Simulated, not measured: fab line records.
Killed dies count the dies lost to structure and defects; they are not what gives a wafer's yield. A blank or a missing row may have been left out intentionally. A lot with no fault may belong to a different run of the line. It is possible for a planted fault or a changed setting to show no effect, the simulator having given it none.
fab line records / flow nandHarc
record lots=13 wafers=39 lastDay=24
route steps=1159 shown A_CONTACT@944
lots with no fault: from the same line, run without faults
startH: hours from the record's opening day to when the first of the lot's shown wafers began / waitH: time in hours since the lot's previous step / " unchanged from the row above / L1.1+2: a single row standing in for several wafers / - no value, or no start given / * or withheld: withheld / < > ~ a bound
route shown NAME@n: names a module that has steps shown in the file, with the first one's number in the route / usual: mean/standard deviation of fault-free wafers / same: alike in all rows / chamber/n: place in a boat / sites: readings site by site / _std_site: standard deviation across them / _edge_site: mean of outer sites minus mean of inner sites / radiusMm: how far each site lies from the wafer's centre / mask NAME#n: copy n / behind: tool/chamber where the wafer was last shaped / hold: what put the lot on hold/how long, in hours/how the hold closed / device: which transistor (n, p or np) failed to switch / end of line: the route-end tests of the same wafers / step lacking rows: just its recipe / killed: at the first sort, the dies lost to defects and structure; wafer yield is something else / map: a wafer's dies, marking killed ones x, the rest . and places with no die _
set.NAME: the run value of the setting; set.NAME@STEP: its run value at that earlier step / model.NAME: the simulator's own value behind a step, which no gauge read
a sample of lots followed through the steps of the route, with each step as a table and each wafer as a row
services: the hour from which a tool's chamber was out of use, counted from the record's first day as startH (under 0 if before that day), plus the number of hours and why
## steps
# step NHARC_A_CONTACT_ETCH_135
# recipe sourceW=withheld pressureMtorr=20 biasV=3000 timeS=132 targetDepthA=12870 arFlowSccm=withheld c4f8FlowSccm=withheld o2FlowSccm=withheld chemistry=C4F8/O2/Ar
# usual chamberPressureMTorr=20.001/0.018
# same timeS=132
lot.wafer=L108.1 tool=harCapEtch-02 chamber=0 startH=377.22 waitH=0.2 chamberPressureMTorr=20.019 rfHoursCounterH=10
lot.wafer=L108.2 tool=harCapEtch-02 chamber=1 startH=377.22 waitH=0.2 chamberPressureMTorr=20.006 rfHoursCounterH=10
lot.wafer=L108.3 tool=harCapEtch-02 chamber=1 startH=377.22 waitH=0.2 chamberPressureMTorr=20.050 rfHoursCounterH=-
lot.wafer=L110.3 tool=harCapEtch-02 chamber=1 startH=392.07 waitH=0.1 chamberPressureMTorr=19.960 rfHoursCounterH=-
lot.wafer=L110.5 tool=harCapEtch-02 chamber=1 startH=392.07 waitH=0.1 chamberPressureMTorr=19.997 rfHoursCounterH=-
lot.wafer=L110.6 tool=harCapEtch-02 chamber=0 startH=392.07 waitH=0.1 chamberPressureMTorr=20.013 rfHoursCounterH=-
lot.wafer=L111.2 tool=harCapEtch-03 chamber=0 startH=394.18 waitH=0.2 chamberPressureMTorr=19.998 rfHoursCounterH=87
lot.wafer=L111.6 tool=harCapEtch-03 chamber=0 startH=394.18 waitH=0.2 chamberPressureMTorr=19.986 rfHoursCounterH=-
lot.wafer=L111.5 tool=harCapEtch-03 chamber=1 startH=394.18 waitH=0.2 chamberPressureMTorr=19.981 rfHoursCounterH=-
lot.wafer=L112.1 tool=harCapEtch-01 chamber=0 startH=397.64 waitH=0.2 chamberPressureMTorr=20.002 rfHoursCounterH=62
lot.wafer=L112.4 tool=harCapEtch-01 chamber=1 startH=397.64 waitH=0.2 chamberPressureMTorr=19.997 rfHoursCounterH=-
lot.wafer=L112.5 tool=harCapEtch-01 chamber=0 startH=397.64 waitH=0.2 chamberPressureMTorr=20.019 rfHoursCounterH=-
lot.wafer=L113.2 tool=harCapEtch-02 chamber=0 startH=409.34 waitH=0.2 chamberPressureMTorr=19.973 rfHoursCounterH=16
lot.wafer=L113.4 tool=harCapEtch-02 chamber=0 startH=409.34 waitH=0.2 chamberPressureMTorr=19.968 rfHoursCounterH=-
lot.wafer=L113.3 tool=harCapEtch-02 chamber=1 startH=409.34 waitH=0.2 chamberPressureMTorr=19.987 rfHoursCounterH=-
lot.wafer=L114.2 tool=harCapEtch-03 chamber=1 startH=413.30 waitH=0.2 chamberPressureMTorr=20.006 rfHoursCounterH=90
lot.wafer=L114.3 tool=harCapEtch-03 chamber=0 startH=413.30 waitH=0.2 chamberPressureMTorr=20.002 rfHoursCounterH=-
lot.wafer=L114.4 tool=harCapEtch-03 chamber=1 startH=413.30 waitH=0.2 chamberPressureMTorr=19.996 rfHoursCounterH=-
lot.wafer=L121.1 tool=harCapEtch-01 chamber=1 startH=452.76 waitH=0.2 chamberPressureMTorr=20.009 rfHoursCounterH=71
lot.wafer=L121.2 tool=harCapEtch-01 chamber=0 startH=452.76 waitH=0.2 chamberPressureMTorr=20.006 rfHoursCounterH=71
lot.wafer=L121.4 tool=harCapEtch-01 chamber=1 startH=452.76 waitH=0.2 chamberPressureMTorr=20.018 rfHoursCounterH=-
lot.wafer=L120.3 tool=harCapEtch-03 chamber=0 startH=457.87 waitH=0.1 chamberPressureMTorr=19.999 rfHoursCounterH=-
lot.wafer=L120.4 tool=harCapEtch-03 chamber=1 startH=457.87 waitH=0.1 chamberPressureMTorr=20.023 rfHoursCounterH=-
lot.wafer=L120.6 tool=harCapEtch-03 chamber=0 startH=457.87 waitH=0.1 chamberPressureMTorr=20.008 rfHoursCounterH=-
lot.wafer=L124.3 tool=harCapEtch-01 chamber=1 startH=470.96 waitH=0.1 chamberPressureMTorr=19.987 rfHoursCounterH=-
lot.wafer=L124.6 tool=harCapEtch-01 chamber=1 startH=470.96 waitH=0.1 chamberPressureMTorr=19.982 rfHoursCounterH=-
lot.wafer=L124.5 tool=harCapEtch-01 chamber=0 startH=470.96 waitH=0.1 chamberPressureMTorr=19.994 rfHoursCounterH=-
lot.wafer=L127.3 tool=harCapEtch-03 chamber=1 startH=495.54 waitH=0.1 chamberPressureMTorr=20.017 rfHoursCounterH=-
lot.wafer=L127.4 tool=harCapEtch-03 chamber=0 startH=495.54 waitH=0.1 chamberPressureMTorr=20.031 rfHoursCounterH=-
lot.wafer=L127.5 tool=harCapEtch-03 chamber=1 startH=495.54 waitH=0.1 chamberPressureMTorr=20.025 rfHoursCounterH=-
lot.wafer=L125.3 tool=harCapEtch-03 chamber=0 startH=514.19 waitH=0.1 chamberPressureMTorr=20.011 rfHoursCounterH=-
lot.wafer=L125.4 tool=harCapEtch-03 chamber=1 startH=514.19 waitH=0.1 chamberPressureMTorr=20.004 rfHoursCounterH=-
lot.wafer=L125.5 tool=harCapEtch-03 chamber=0 startH=514.19 waitH=0.1 chamberPressureMTorr=20.016 rfHoursCounterH=-
lot.wafer=L131.1 tool=harCapEtch-03 chamber=1 startH=519.76 waitH=0.2 chamberPressureMTorr=19.993 rfHoursCounterH=108
lot.wafer=L131.4 tool=harCapEtch-03 chamber=1 startH=519.76 waitH=0.2 chamberPressureMTorr=20.004 rfHoursCounterH=-
lot.wafer=L131.3 tool=harCapEtch-03 chamber=0 startH=519.76 waitH=0.2 chamberPressureMTorr=19.991 rfHoursCounterH=-
lot.wafer=L129.1 tool=harCapEtch-03 chamber=1 startH=525.54 waitH=0.2 chamberPressureMTorr=20.014 rfHoursCounterH=109
lot.wafer=L129.4 tool=harCapEtch-03 chamber=0 startH=525.54 waitH=0.2 chamberPressureMTorr=19.992 rfHoursCounterH=-
lot.wafer=L129.6 tool=harCapEtch-03 chamber=1 startH=525.54 waitH=0.2 chamberPressureMTorr=19.992 rfHoursCounterH=-
# step NHARC_A_CONTACT_ETCH_136
# recipe sourceW=withheld pressureMtorr=20 biasV=3000 timeS=132 targetDepthA=12870 arFlowSccm=withheld c4f8FlowSccm=withheld o2FlowSccm=withheld chemistry=C4F8/O2/Ar
# usual chamberPressureMTorr=19.997/0.019
# same timeS=132
lot.wafer=L108.1 tool=harCapEtch-02 chamber=0 startH=377.35 waitH=0.1 chamberPressureMTorr=20.007 rfHoursCounterH=10
lot.wafer=L108.2 tool=harCapEtch-02 chamber=1 startH=377.35 waitH=0.1 chamberPressureMTorr=20.011 rfHoursCounterH=10
lot.wafer=L108.3 tool=harCapEtch-02 chamber=1 startH=377.35 waitH=0.1 chamberPressureMTorr=19.990 rfHoursCounterH=-
lot.wafer=L110.3 tool=harCapEtch-02 chamber=1 startH=392.19 waitH=0.1 chamberPressureMTorr=20.027 rfHoursCounterH=-
lot.wafer=L110.5 tool=harCapEtch-02 chamber=1 startH=392.19 waitH=0.1 chamberPressureMTorr=20.012 rfHoursCounterH=-
lot.wafer=L110.6 tool=harCapEtch-02 chamber=0 startH=392.19 waitH=0.1 chamberPressureMTorr=20.006 rfHoursCounterH=-
lot.wafer=L111.2 tool=harCapEtch-03 chamber=0 startH=394.31 waitH=0.1 chamberPressureMTorr=19.994 rfHoursCounterH=87
lot.wafer=L111.6 tool=harCapEtch-03 chamber=0 startH=394.31 waitH=0.1 chamberPressureMTorr=20.000 rfHoursCounterH=-
lot.wafer=L111.5 tool=harCapEtch-03 chamber=1 startH=394.31 waitH=0.1 chamberPressureMTorr=20.004 rfHoursCounterH=-
lot.wafer=L112.1 tool=harCapEtch-01 chamber=0 startH=397.77 waitH=0.1 chamberPressureMTorr=20.012 rfHoursCounterH=62
lot.wafer=L112.4 tool=harCapEtch-01 chamber=1 startH=397.77 waitH=0.1 chamberPressureMTorr=20.010 rfHoursCounterH=-
lot.wafer=L112.5 tool=harCapEtch-01 chamber=0 startH=397.77 waitH=0.1 chamberPressureMTorr=20.002 rfHoursCounterH=-
lot.wafer=L113.2 tool=harCapEtch-02 chamber=0 startH=409.51 waitH=0.1 chamberPressureMTorr=20.004 rfHoursCounterH=16
lot.wafer=L113.4 tool=harCapEtch-02 chamber=0 startH=409.51 waitH=0.1 chamberPressureMTorr=19.963 rfHoursCounterH=-
lot.wafer=L113.3 tool=harCapEtch-02 chamber=1 startH=409.51 waitH=0.1 chamberPressureMTorr=20.015 rfHoursCounterH=-
lot.wafer=L114.2 tool=harCapEtch-03 chamber=1 startH=413.43 waitH=0.1 chamberPressureMTorr=19.979 rfHoursCounterH=90
lot.wafer=L114.3 tool=harCapEtch-03 chamber=0 startH=413.43 waitH=0.1 chamberPressureMTorr=19.991 rfHoursCounterH=-
lot.wafer=L114.4 tool=harCapEtch-03 chamber=1 startH=413.43 waitH=0.1 chamberPressureMTorr=20.002 rfHoursCounterH=-
lot.wafer=L121.1 tool=harCapEtch-01 chamber=1 startH=452.88 waitH=0.1 chamberPressureMTorr=19.991 rfHoursCounterH=72
lot.wafer=L121.2 tool=harCapEtch-01 chamber=0 startH=452.88 waitH=0.1 chamberPressureMTorr=19.981 rfHoursCounterH=72
lot.wafer=L121.4 tool=harCapEtch-01 chamber=1 startH=452.88 waitH=0.1 chamberPressureMTorr=19.986 rfHoursCounterH=-
lot.wafer=L120.3 tool=harCapEtch-03 chamber=0 startH=457.99 waitH=0.1 chamberPressureMTorr=19.997 rfHoursCounterH=-
lot.wafer=L120.4 tool=harCapEtch-03 chamber=1 startH=457.99 waitH=0.1 chamberPressureMTorr=20.002 rfHoursCounterH=-
lot.wafer=L120.6 tool=harCapEtch-03 chamber=0 startH=457.99 waitH=0.1 chamberPressureMTorr=20.010 rfHoursCounterH=-
lot.wafer=L124.3 tool=harCapEtch-01 chamber=1 startH=471.08 waitH=0.1 chamberPressureMTorr=20.043 rfHoursCounterH=-
lot.wafer=L124.6 tool=harCapEtch-01 chamber=1 startH=471.08 waitH=0.1 chamberPressureMTorr=19.990 rfHoursCounterH=-
lot.wafer=L124.5 tool=harCapEtch-01 chamber=0 startH=471.08 waitH=0.1 chamberPressureMTorr=20.001 rfHoursCounterH=-
lot.wafer=L127.3 tool=harCapEtch-03 chamber=1 startH=495.66 waitH=0.1 chamberPressureMTorr=19.979 rfHoursCounterH=-
lot.wafer=L127.4 tool=harCapEtch-03 chamber=0 startH=495.66 waitH=0.1 chamberPressureMTorr=20.028 rfHoursCounterH=-
lot.wafer=L127.5 tool=harCapEtch-03 chamber=1 startH=495.66 waitH=0.1 chamberPressureMTorr=19.975 rfHoursCounterH=-
lot.wafer=L125.3 tool=harCapEtch-03 chamber=0 startH=514.32 waitH=0.1 chamberPressureMTorr=19.971 rfHoursCounterH=-
lot.wafer=L125.4 tool=harCapEtch-03 chamber=1 startH=514.32 waitH=0.1 chamberPressureMTorr=19.972 rfHoursCounterH=-
lot.wafer=L125.5 tool=harCapEtch-03 chamber=0 startH=514.32 waitH=0.1 chamberPressureMTorr=20.017 rfHoursCounterH=-
lot.wafer=L131.1 tool=harCapEtch-03 chamber=1 startH=519.88 waitH=0.1 chamberPressureMTorr=20.012 rfHoursCounterH=109
lot.wafer=L131.4 tool=harCapEtch-03 chamber=1 startH=519.88 waitH=0.1 chamberPressureMTorr=19.973 rfHoursCounterH=-
lot.wafer=L131.3 tool=harCapEtch-03 chamber=0 startH=519.88 waitH=0.1 chamberPressureMTorr=19.979 rfHoursCounterH=-
lot.wafer=L129.1 tool=harCapEtch-03 chamber=1 startH=525.66 waitH=0.1 chamberPressureMTorr=19.978 rfHoursCounterH=109
lot.wafer=L129.4 tool=harCapEtch-03 chamber=0 startH=525.66 waitH=0.1 chamberPressureMTorr=19.973 rfHoursCounterH=-
lot.wafer=L129.6 tool=harCapEtch-03 chamber=1 startH=525.66 waitH=0.1 chamberPressureMTorr=19.978 rfHoursCounterH=-
# step NHARC_A_CONTACT_ETCH_137
# recipe sourceW=withheld pressureMtorr=20 biasV=3000 timeS=132 targetDepthA=12870 arFlowSccm=withheld c4f8FlowSccm=withheld o2FlowSccm=withheld chemistry=C4F8/O2/Ar
# usual chamberPressureMTorr=20.001/0.019
# same timeS=132
lot.wafer=L108.1 tool=harCapEtch-02 chamber=0 startH=377.47 waitH=0.1 chamberPressureMTorr=19.955 rfHoursCounterH=10
lot.wafer=L108.2 tool=harCapEtch-02 chamber=1 startH=377.47 waitH=0.1 chamberPressureMTorr=20.010 rfHoursCounterH=10
lot.wafer=L108.3 tool=harCapEtch-02 chamber=1 startH=377.47 waitH=0.1 chamberPressureMTorr=19.979 rfHoursCounterH=-
lot.wafer=L110.3 tool=harCapEtch-02 chamber=1 startH=392.31 waitH=0.1 chamberPressureMTorr=20.001 rfHoursCounterH=-
lot.wafer=L110.5 tool=harCapEtch-02 chamber=1 startH=392.31 waitH=0.1 chamberPressureMTorr=19.996 rfHoursCounterH=-
lot.wafer=L110.6 tool=harCapEtch-02 chamber=0 startH=392.31 waitH=0.1 chamberPressureMTorr=20.011 rfHoursCounterH=-
lot.wafer=L111.2 tool=harCapEtch-03 chamber=0 startH=394.43 waitH=0.1 chamberPressureMTorr=20.013 rfHoursCounterH=87
lot.wafer=L111.6 tool=harCapEtch-03 chamber=0 startH=394.43 waitH=0.1 chamberPressureMTorr=20.013 rfHoursCounterH=-
lot.wafer=L111.5 tool=harCapEtch-03 chamber=1 startH=394.43 waitH=0.1 chamberPressureMTorr=19.991 rfHoursCounterH=-
lot.wafer=L112.1 tool=harCapEtch-01 chamber=0 startH=397.89 waitH=0.1 chamberPressureMTorr=19.996 rfHoursCounterH=63
lot.wafer=L112.4 tool=harCapEtch-01 chamber=1 startH=397.89 waitH=0.1 chamberPressureMTorr=20.026 rfHoursCounterH=-
lot.wafer=L112.5 tool=harCapEtch-01 chamber=0 startH=397.89 waitH=0.1 chamberPressureMTorr=20.008 rfHoursCounterH=-
lot.wafer=L113.2 tool=harCapEtch-02 chamber=0 startH=409.67 waitH=0.1 chamberPressureMTorr=20.009 rfHoursCounterH=16
lot.wafer=L113.4 tool=harCapEtch-02 chamber=0 startH=409.67 waitH=0.1 chamberPressureMTorr=20.015 rfHoursCounterH=-
lot.wafer=L113.3 tool=harCapEtch-02 chamber=1 startH=409.67 waitH=0.1 chamberPressureMTorr=19.977 rfHoursCounterH=-
lot.wafer=L114.2 tool=harCapEtch-03 chamber=1 startH=413.55 waitH=0.1 chamberPressureMTorr=20.010 rfHoursCounterH=90
lot.wafer=L114.3 tool=harCapEtch-03 chamber=0 startH=413.55 waitH=0.1 chamberPressureMTorr=20.021 rfHoursCounterH=-
lot.wafer=L114.4 tool=harCapEtch-03 chamber=1 startH=413.55 waitH=0.1 chamberPressureMTorr=20.009 rfHoursCounterH=-
lot.wafer=L121.1 tool=harCapEtch-01 chamber=1 startH=453.01 waitH=0.1 chamberPressureMTorr=20.000 rfHoursCounterH=72
lot.wafer=L121.2 tool=harCapEtch-01 chamber=0 startH=453.01 waitH=0.1 chamberPressureMTorr=20.019 rfHoursCounterH=72
lot.wafer=L121.4 tool=harCapEtch-01 chamber=1 startH=453.01 waitH=0.1 chamberPressureMTorr=20.001 rfHoursCounterH=-
lot.wafer=L120.3 tool=harCapEtch-03 chamber=0 startH=458.11 waitH=0.1 chamberPressureMTorr=19.987 rfHoursCounterH=-
lot.wafer=L120.4 tool=harCapEtch-03 chamber=1 startH=458.11 waitH=0.1 chamberPressureMTorr=20.006 rfHoursCounterH=-
lot.wafer=L120.6 tool=harCapEtch-03 chamber=0 startH=458.11 waitH=0.1 chamberPressureMTorr=20.006 rfHoursCounterH=-
lot.wafer=L124.3 tool=harCapEtch-01 chamber=1 startH=471.21 waitH=0.1 chamberPressureMTorr=19.997 rfHoursCounterH=-
lot.wafer=L124.6 tool=harCapEtch-01 chamber=1 startH=471.21 waitH=0.1 chamberPressureMTorr=20.032 rfHoursCounterH=-
lot.wafer=L124.5 tool=harCapEtch-01 chamber=0 startH=471.21 waitH=0.1 chamberPressureMTorr=20.003 rfHoursCounterH=-
lot.wafer=L127.3 tool=harCapEtch-03 chamber=1 startH=495.78 waitH=0.1 chamberPressureMTorr=20.040 rfHoursCounterH=-
lot.wafer=L127.4 tool=harCapEtch-03 chamber=0 startH=495.78 waitH=0.1 chamberPressureMTorr=20.006 rfHoursCounterH=-
lot.wafer=L127.5 tool=harCapEtch-03 chamber=1 startH=495.78 waitH=0.1 chamberPressureMTorr=20.028 rfHoursCounterH=-
lot.wafer=L125.3 tool=harCapEtch-03 chamber=0 startH=514.44 waitH=0.1 chamberPressureMTorr=20.026 rfHoursCounterH=-
lot.wafer=L125.4 tool=harCapEtch-03 chamber=1 startH=514.44 waitH=0.1 chamberPressureMTorr=19.988 rfHoursCounterH=-
lot.wafer=L125.5 tool=harCapEtch-03 chamber=0 startH=514.44 waitH=0.1 chamberPressureMTorr=19.998 rfHoursCounterH=-
lot.wafer=L131.1 tool=harCapEtch-03 chamber=1 startH=520.01 waitH=0.1 chamberPressureMTorr=20.009 rfHoursCounterH=109
lot.wafer=L131.4 tool=harCapEtch-03 chamber=1 startH=520.01 waitH=0.1 chamberPressureMTorr=20.003 rfHoursCounterH=-
lot.wafer=L131.3 tool=harCapEtch-03 chamber=0 startH=520.01 waitH=0.1 chamberPressureMTorr=19.981 rfHoursCounterH=-
lot.wafer=L129.1 tool=harCapEtch-03 chamber=1 startH=525.78 waitH=0.1 chamberPressureMTorr=19.977 rfHoursCounterH=109
lot.wafer=L129.4 tool=harCapEtch-03 chamber=0 startH=525.78 waitH=0.1 chamberPressureMTorr=19.985 rfHoursCounterH=-
lot.wafer=L129.6 tool=harCapEtch-03 chamber=1 startH=525.78 waitH=0.1 chamberPressureMTorr=19.992 rfHoursCounterH=-
# step NHARC_A_CONTACT_CMP_20
# recipe tOverpolishS=30 targetThkNm=300
# usual motorCurrentA=12.6/1.1 overpolishRunS=29.999/0.0093 padLifeWafers=276/150 timeToEndpointS=60.7/2.2
lot.wafer=L108.3 tool=cmp-01 chamber=2 startH=380.38 waitH=0.5 motorCurrentA=13.0 overpolishRunS=29.970 padLifeWafers=0 timeToEndpointS=66.6
lot.wafer=L108.1 tool=cmp-01 chamber=3 startH=380.38 waitH=0.5 motorCurrentA=12.5 overpolishRunS=30.009 padLifeWafers=1 timeToEndpointS=64.8
lot.wafer=L108.2 tool=cmp-01 chamber=0 startH=380.38 waitH=0.5 motorCurrentA=12.1 overpolishRunS=30.010 padLifeWafers=2 timeToEndpointS=61.0
lot.wafer=L110.3 tool=cmp-02 chamber=3 startH=401.55 waitH=0.4 motorCurrentA=13.3 overpolishRunS=29.992 padLifeWafers=380 timeToEndpointS=61.2
lot.wafer=L110.5 tool=cmp-02 chamber=1 startH=401.55 waitH=0.4 motorCurrentA=10.1 overpolishRunS=29.990 padLifeWafers=- timeToEndpointS=60.4
lot.wafer=L110.6 tool=cmp-02 chamber=2 startH=401.55 waitH=0.4 motorCurrentA=13.0 overpolishRunS=30.015 padLifeWafers=- timeToEndpointS=60.4
lot.wafer=L111.2 tool=cmp-01 chamber=2 startH=402.32 waitH=0.8 motorCurrentA=13.2 overpolishRunS=30.006 padLifeWafers=123 timeToEndpointS=65.8
lot.wafer=L111.5 tool=cmp-01 chamber=3 startH=402.32 waitH=0.8 motorCurrentA=11.6 overpolishRunS=29.993 padLifeWafers=- timeToEndpointS=62.4
lot.wafer=L111.6 tool=cmp-01 chamber=0 startH=402.32 waitH=0.8 motorCurrentA=11.0 overpolishRunS=30.000 padLifeWafers=- timeToEndpointS=63.0
lot.wafer=L112.1 tool=cmp-04 chamber=1 startH=403.46 waitH=0.8 motorCurrentA=13.1 overpolishRunS=30.000 padLifeWafers=1 timeToEndpointS=64.4
lot.wafer=L112.4 tool=cmp-04 chamber=2 startH=403.46 waitH=0.8 motorCurrentA=13.6 overpolishRunS=30.002 padLifeWafers=2 timeToEndpointS=64.3
lot.wafer=L112.5 tool=cmp-04 chamber=0 startH=403.46 waitH=0.8 motorCurrentA=12.4 overpolishRunS=29.989 padLifeWafers=- timeToEndpointS=62.5
lot.wafer=L113.2 tool=cmp-02 chamber=0 startH=412.74 waitH=0.6 motorCurrentA=12.4 overpolishRunS=30.013 padLifeWafers=444 timeToEndpointS=64.8
lot.wafer=L113.4 tool=cmp-02 chamber=1 startH=412.74 waitH=0.6 motorCurrentA=10.2 overpolishRunS=30.005 padLifeWafers=445 timeToEndpointS=63.6
lot.wafer=L113.3 tool=cmp-02 chamber=3 startH=412.74 waitH=0.6 motorCurrentA=13.1 overpolishRunS=29.984 padLifeWafers=447 timeToEndpointS=61.9
lot.wafer=L114.4 tool=cmp-02 chamber=1 startH=416.45 waitH=0.5 motorCurrentA=9.5 overpolishRunS=30.009 padLifeWafers=481 timeToEndpointS=31.6
lot.wafer=L114.2 tool=cmp-02 chamber=2 startH=416.45 waitH=0.5 motorCurrentA=13.6 overpolishRunS=29.994 padLifeWafers=482 timeToEndpointS=58.7
lot.wafer=L114.3 tool=cmp-02 chamber=3 startH=416.45 waitH=0.5 motorCurrentA=12.8 overpolishRunS=29.998 padLifeWafers=483 timeToEndpointS=60.6
lot.wafer=L121.2 tool=cmp-01 chamber=1 startH=456.15 waitH=0.8 motorCurrentA=13.8 overpolishRunS=30.002 padLifeWafers=390 timeToEndpointS=60.2
lot.wafer=L121.1 tool=cmp-01 chamber=2 startH=456.15 waitH=0.8 motorCurrentA=13.5 overpolishRunS=29.990 padLifeWafers=391 timeToEndpointS=63.6
lot.wafer=L121.4 tool=cmp-01 chamber=0 startH=456.15 waitH=0.8 motorCurrentA=11.2 overpolishRunS=29.995 padLifeWafers=393 timeToEndpointS=62.1
lot.wafer=L120.3 tool=cmp-02 chamber=3 startH=461.05 waitH=0.5 motorCurrentA=12.8 overpolishRunS=29.983 padLifeWafers=204 timeToEndpointS=61.3
lot.wafer=L120.4 tool=cmp-02 chamber=1 startH=461.05 waitH=0.5 motorCurrentA=9.9 overpolishRunS=29.995 padLifeWafers=206 timeToEndpointS=31.6
lot.wafer=L120.6 tool=cmp-02 chamber=0 startH=461.05 waitH=0.5 motorCurrentA=12.6 overpolishRunS=29.996 padLifeWafers=- timeToEndpointS=60.7
lot.wafer=L124.3 tool=cmp-04 chamber=3 startH=486.64 waitH=0.5 motorCurrentA=13.7 overpolishRunS=30.005 padLifeWafers=421 timeToEndpointS=63.4
lot.wafer=L124.6 tool=cmp-04 chamber=2 startH=486.64 waitH=0.5 motorCurrentA=13.1 overpolishRunS=29.994 padLifeWafers=- timeToEndpointS=59.0
lot.wafer=L124.5 tool=cmp-04 chamber=3 startH=486.64 waitH=0.5 motorCurrentA=13.7 overpolishRunS=30.001 padLifeWafers=- timeToEndpointS=58.1
lot.wafer=L127.3 tool=cmp-04 chamber=1 startH=502.03 waitH=0.4 motorCurrentA=13.1 overpolishRunS=30.000 padLifeWafers=6 timeToEndpointS=60.4
lot.wafer=L127.4 tool=cmp-04 chamber=2 startH=502.03 waitH=0.4 motorCurrentA=13.3 overpolishRunS=30.001 padLifeWafers=7 timeToEndpointS=61.0
lot.wafer=L127.5 tool=cmp-04 chamber=2 startH=502.03 waitH=0.4 motorCurrentA=13.0 overpolishRunS=30.010 padLifeWafers=- timeToEndpointS=59.9
lot.wafer=L125.3 tool=cmp-01 chamber=1 startH=523.35 waitH=0.6 motorCurrentA=13.7 overpolishRunS=29.989 padLifeWafers=271 timeToEndpointS=58.7
lot.wafer=L125.4 tool=cmp-01 chamber=2 startH=523.35 waitH=0.6 motorCurrentA=13.0 overpolishRunS=30.004 padLifeWafers=272 timeToEndpointS=62.0
lot.wafer=L125.5 tool=cmp-01 chamber=1 startH=523.35 waitH=0.6 motorCurrentA=13.6 overpolishRunS=30.008 padLifeWafers=- timeToEndpointS=59.4
lot.wafer=L131.3 tool=cmp-01 chamber=0 startH=524.81 waitH=0.5 motorCurrentA=12.3 overpolishRunS=30.001 padLifeWafers=282 timeToEndpointS=56.0
lot.wafer=L131.4 tool=cmp-01 chamber=2 startH=524.81 waitH=0.5 motorCurrentA=12.6 overpolishRunS=29.996 padLifeWafers=284 timeToEndpointS=59.3
lot.wafer=L131.1 tool=cmp-01 chamber=3 startH=524.81 waitH=0.5 motorCurrentA=12.0 overpolishRunS=29.995 padLifeWafers=285 timeToEndpointS=58.3
lot.wafer=L129.1 tool=cmp-02 chamber=3 startH=528.83 waitH=0.7 motorCurrentA=12.6 overpolishRunS=30.011 padLifeWafers=8 timeToEndpointS=63.3
lot.wafer=L129.4 tool=cmp-02 chamber=0 startH=528.83 waitH=0.7 motorCurrentA=12.1 overpolishRunS=29.986 padLifeWafers=9 timeToEndpointS=62.8
lot.wafer=L129.6 tool=cmp-02 chamber=1 startH=528.83 waitH=0.7 motorCurrentA=9.9 overpolishRunS=30.007 padLifeWafers=- timeToEndpointS=60.3
## services
tool=cmp-01 chamber=- startH=375.57 hours=4.0 kind=pm
tool=cmp-01 chamber=- startH=379.57 hours=- kind=consumableReplace:conditioner
tool=cmp-01 chamber=- startH=379.57 hours=- kind=consumableReplace:pad
tool=cmp-04 chamber=- startH=397.31 hours=0.6 kind=repair
tool=cmp-04 chamber=- startH=399.00 hours=4.0 kind=pm
tool=cmp-02 chamber=- startH=399.22 hours=1.4 kind=repair
tool=cmp-04 chamber=- startH=403.00 hours=- kind=consumableReplace:conditioner
tool=cmp-04 chamber=- startH=403.00 hours=- kind=consumableReplace:pad
tool=cmp-04 chamber=- startH=414.31 hours=3.6 kind=repair
tool=cmp-02 chamber=- startH=423.52 hours=4.0 kind=pm
tool=cmp-02 chamber=- startH=427.52 hours=- kind=consumableReplace:conditioner
tool=cmp-02 chamber=- startH=427.52 hours=- kind=consumableReplace:pad
tool=cmp-01 chamber=- startH=440.55 hours=3.1 kind=repair
tool=cmp-02 chamber=- startH=450.43 hours=0.4 kind=repair
tool=cmp-01 chamber=- startH=473.57 hours=4.0 kind=pm
tool=cmp-01 chamber=- startH=477.57 hours=- kind=consumableReplace:conditioner
tool=cmp-01 chamber=- startH=477.57 hours=- kind=consumableReplace:pad
tool=harCapEtch-01 chamber=- startH=481.07 hours=0.2 kind=repair
tool=cmp-04 chamber=- startH=497.00 hours=4.0 kind=pm
tool=harCapEtch-02 chamber=- startH=509.96 hours=0.2 kind=repair
tool=harCapEtch-03 chamber=- startH=516.82 hours=0.2 kind=repair
tool=cmp-02 chamber=- startH=521.52 hours=4.0 kind=pm
tool=cmp-02 chamber=- startH=525.52 hours=- kind=consumableReplace:conditioner
tool=cmp-02 chamber=- startH=525.52 hours=- kind=consumableReplace:pad
## key
firstSign step=NHARC_A_CONTACT_CMP_20 reading=timeToEndpointS direction=down sigmas=13 usual=* struck=*
effect none on later readings
metAt NHARC_A_CONTACT_CMP_20
struckLots L114,L120
struckWafers L114.4,L120.4
testerLeftOut L114,L120
notActingAt NHARC_A_CONTACT_ETCH_135,NHARC_A_CONTACT_ETCH_136,NHARC_A_CONTACT_ETCH_137
onsetBetween 412.74 416.45
fault kind=processParameterDrift tool=cmp-02 chamber=- onsetH=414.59 steps=NHARC_A_CONTACT_CMP_20 channel=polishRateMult offset=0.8 shape=step endH=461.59 scope=struckWafersOnly
# testerLeftOut: of these lots the tester's yield and bins aren't shown, on N5 and GAA mostly nor the transistor test; their killed dies are dies lost to structure and defects alone, not to doping, threshold or leakage, so they don't give the yield
